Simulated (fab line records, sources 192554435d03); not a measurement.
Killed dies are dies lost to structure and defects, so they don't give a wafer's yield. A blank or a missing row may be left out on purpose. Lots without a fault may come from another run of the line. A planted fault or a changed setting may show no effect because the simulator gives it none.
Chamber matching | flow n5_finfet | N5_BEOL_M4_ETCHBACK_99 on rie_diel-03: 4 sister chambers
The step etches SiO2 in CHF3, target depth 5 nm, time 10.4 s. 4 wafers are shown with their chamber, then 8 later ones without.

WAFERS WITH THEIR CHAMBER
wafer  | chamber | showerhead_plenum_p_Torr (Torr)
L079.6 | 3       | 2.20
L084.3 | 0       | 2.20
L084.4 | 2       | 2.06
L086.1 | 1       | 2.04

WAFERS WITHOUT THEIR CHAMBER
wafer  | showerhead_plenum_p_Torr (Torr)
L086.2 | 2.20
L086.5 | 2.06
L093.3 | 2.20
L093.4 | 2.20
L093.5 | 2.19
L094.4 | 2.31
L094.5 | 2.18
L094.6 | 2.05

WHICH CHAMBER EACH WENT THROUGH
wafer  | from the rows above     | in truth
L086.2 | can't be placed: 0 or 3 | 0
L086.5 | can't be placed: 2 or 1 | 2
L093.3 | can't be placed: 0 or 3 | 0
L093.4 | can't be placed: 0 or 3 | 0
L093.5 | can't be placed: 0 or 3 | 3
L094.4 | can't be placed: 0 or 3 | 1
L094.5 | can't be placed: 0 or 3 | 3
L094.6 | can't be placed: 1 or 2 | 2
Placed correctly: 0 of 8. Can't be placed from these rows: 8 (the true chamber is among the candidates in 7). Placed wrongly: 0.
How it was worked out, from the rows above alone: a wafer's distance from a chamber is the root of the sum, over the readings, of the square of ((its reading less the chamber's mean) divided by the reading's scatter). The wafer belongs to the nearest chamber; if the next one is less than 2 further off, it can't be placed. A chamber's mean is the mean of its shown wafers. The scatter: with one shown wafer a chamber, the root of the mean of the squares of how far each hidden wafer lies from its nearest shown one.
